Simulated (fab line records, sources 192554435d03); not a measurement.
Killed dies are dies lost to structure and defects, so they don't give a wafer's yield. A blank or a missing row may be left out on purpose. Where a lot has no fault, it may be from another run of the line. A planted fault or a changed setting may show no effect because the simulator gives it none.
Comparing a struck lot with a sound one	flow n5Finfet	19 steps out of a route of 1938
Sound: the wafers L733.1, L733.4, L733.6. Struck: wafer L745.5. (L745.1, L745.6 of the same lot were not struck and are left out.) The cause comes at the end.
Per side, at each step with rows, come the tool, then ch with its chambers, and then its first start. Under that, the readings that differ: sound wafers	struck wafers	difference of the means	sigmas: that difference in standard deviations of wafers without a fault.
alike: same words and numbers on both sides, and readings whose means sit less than 2 such deviations apart. not compared: any withheld reading, any reading some wafer has no value for, any bound like >300 that may hide the same value, and any number with overlapping values for which the record gives no deviation.
Wherever a step has rows on one side only, a row that says differs or no value, or a row with sigmas, the two part there. Non-overlapping numbers with no deviation appear without sigmas and do not part them. A reading missing from all wafers of one side parts the sides only when that side holds two or more wafers.

N5_MIM_BOT_ETCH_ETCH_03: etches the open film in Cl2/BCl3, target depth 12 nm.
  sound on rieMetal-02 ch 0,1, day 13 01:43; struck on rieMetal-03 ch 1, day 16 20:59
  alike: chamberPressureMTorr, drypumpMotorCurrentA, oesProductAu, throttleValvePct
  not compared: rfHoursCounterH
N5_MIM_BOT_ETCH_ETCH_00: etches TiN in Cl2/BCl3, target depth 45.5 nm.
  sound on rieMetal-02 ch 0,1, day 13 01:48; struck on rieMetal-03 ch 1, day 16 21:04
  alike: chamberPressureMTorr, drypumpMotorCurrentA, oesProductAu, throttleValvePct
  not compared: rfHoursCounterH
N5_MIM_BOT_ETCH_STRIP_01: strips in O2.
  sound on rieDiel-04 ch 0,3, day 13 01:56; struck on rieDiel-03 ch 0, day 16 21:15
reading	sound	struck	difference	sigmas
throttleValvePct (%)	16.69 16.69 16.73	16.13	-0.57	-2
  alike: chamberPressureMTorr, drypumpMotorCurrentA, oesProductAu, rfVppV, showerheadPlenumPTorr
  not compared: rfHoursCounterH
then, 3 steps without rows for these wafers: N5_MIM_BOT_ETCH_STRIP_02 (strips in post etch residue remover, time 1200 s); N5_MIM_BOT_ETCH_CLEAN_05 (cleans in IPA, time 180 s); N5_MIM_BOT_ETCH_SRD_06 (time 30 s).
N5_PASSIVATION_PECVD_55: deposits SiO2 from SiH4/N2O, target thk 400 nm, time 22.5 s.
  sound on pecvd-02 ch 0,2, day 13 02:26; struck on pecvd-03 ch 1, day 16 21:45
reading	sound	struck	difference	sigmas
showerheadPlenumPTorr (Torr)	8.06 8.06 8.12	8.21	+0.13	+2
  alike: heaterPowerW, throttleValvePct
N5_PASSIVATION_PECVD_01: deposits SiNx from SiH4/NH3/N2, target thk 200 nm, time 43.2 s.
  sound on pecvd-02 ch 0,2, day 13 02:28; struck on pecvd-03 ch 1, day 16 21:47
  alike: heaterPowerW, showerheadPlenumPTorr, throttleValvePct
then, 4 steps without rows for these wafers: N5_PASSIVATION_HMDS_03 (time 60 s); N5_PASSIVATION_COAT_04; N5_PASSIVATION_EBR_06; N5_PASSIVATION_SOFTBAKE_05 (time 90 s).
N5_PASSIVATION_EXPOSE_07: exposes mask TV, defocus 0 nm, target cd 3000 nm.
  sound on krfScanner-02 ch 0, day 13 02:52; struck on krfScanner-02 ch 0, day 16 22:05
  alike: mask, exposureDoseMJCm2
then, 3 steps without rows for these wafers: N5_PASSIVATION_PEB_08; N5_PASSIVATION_DEVELOP_09 (develop time 60 s); N5_PASSIVATION_HARDBAKE_11 (time 120 s).
N5_PASSIVATION_CD_MEAS_10: the cd target is 3000 nm.
  sound on cdSem-03 ch 0, day 13 03:02; struck on cdSem-03 ch 0, day 16 22:16
reading	sound	struck	difference	sigmas
cdNm (nm)	3002.1 3005.0 3004.9	3015.7	+11.7	+6
N5_PASSIVATION_OVL_MEAS_60:
  sound on overlay-01 ch 0, day 13 03:04; struck on overlay-01 ch 0, day 16 22:18
  alike: TV_OVL
N5_PASSIVATION_PROBE_49:
  sound on prober-02, day 13 09:35; struck on prober-02, day 17 05:02
reading	sound	struck	difference	sigmas
defectLimitedYield (%)	90.8 90.0 90.8	94.2	+3.7	+3
killedAtFrontEnd	34 57 48	24	-22	-2
killedDies	108 118 109	68	-44	-3
killedOpen	72 79 75	43	-32	-3
sort_bin_6_memory (%)	3.5 4.4 3.7	1.9	-2.0	-3
sortNPass	1072 1062 1071	1112	+44	+3
sortYieldPct (%)	90.8 90.0 90.8	94.2	+3.7	+3
  alike: killed_at_M0_to_M3, killed_at_M4_up, killedAtContacts, killedAtOther, killedShort, sort_bin_5_function

== WHERE THEY PART ==
At N5_MIM_BOT_ETCH_STRIP_01 first; at N5_PASSIVATION_PROBE_49 last (within this record only).

WHY: what the simulator had put in
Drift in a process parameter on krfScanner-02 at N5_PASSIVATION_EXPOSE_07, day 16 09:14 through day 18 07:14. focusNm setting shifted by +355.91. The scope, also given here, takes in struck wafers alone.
